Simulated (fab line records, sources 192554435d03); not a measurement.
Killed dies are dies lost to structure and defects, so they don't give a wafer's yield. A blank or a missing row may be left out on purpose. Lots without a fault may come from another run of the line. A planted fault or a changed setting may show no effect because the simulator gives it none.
Chamber matching | flow n5_finfet | N5_FIN_SAQP_STRIP_70 on rie_diel-01: 4 sister chambers
The step strips in N2/H2. 8 wafers are shown with their chamber, then 12 later ones without.

WAFERS WITH THEIR CHAMBER
wafer  | chamber | drypump_motor_current_A (A) | throttle_valve_pct (%)
L080.1 | 2       | 5.8                         | 19.0
L081.1 | 0       | 4.9                         | 19.1
L084.5 | 1       | 6.4                         | 18.7
L090.3 | 1       | 6.3                         | 18.7
L090.5 | 2       | 5.8                         | 18.6
L094.1 | 0       | 4.9                         | 19.2
L094.2 | 3       | 6.1                         | 18.4
L094.4 | 3       | 6.1                         | 18.4

WAFERS WITHOUT THEIR CHAMBER
wafer  | drypump_motor_current_A (A) | throttle_valve_pct (%)
L095.1 | 5.8                         | 18.6
L095.2 | 4.8                         | 19.2
L095.3 | 6.3                         | 18.7
L095.4 | 6.1                         | 18.4
L095.5 | 4.9                         | 19.2
L095.6 | 6.3                         | 18.7
L097.1 | 6.1                         | 18.4
L097.2 | 5.8                         | 18.6
L097.3 | 4.9                         | 19.2
L097.4 | 4.9                         | 19.2
L097.5 | 5.8                         | 18.6
L097.6 | 6.1                         | 18.4

WHICH CHAMBER EACH WENT THROUGH
wafer  | from the rows above | in truth
L095.1 | 2                   | 2
L095.2 | 0                   | 0
L095.3 | 1                   | 1
L095.4 | 3                   | 3
L095.5 | 0                   | 0
L095.6 | 1                   | 1
L097.1 | 3                   | 3
L097.2 | 2                   | 2
L097.3 | 0                   | 0
L097.4 | 0                   | 0
L097.5 | 2                   | 2
L097.6 | 3                   | 3
Placed correctly: 12 of 12. Can't be placed from these rows: 0. Placed wrongly: 0.
How it was worked out, from the rows above alone: a wafer's distance from a chamber is the root of the sum, over the readings, of the square of ((its reading less the chamber's mean) divided by the reading's scatter). The wafer belongs to the nearest chamber; if the next one is less than 2 further off, it can't be placed. A chamber's mean is the mean of its shown wafers. The scatter: the root of (the sum of the squares of (reading less its chamber's mean) over the shown wafers, divided by (wafers less chambers)).
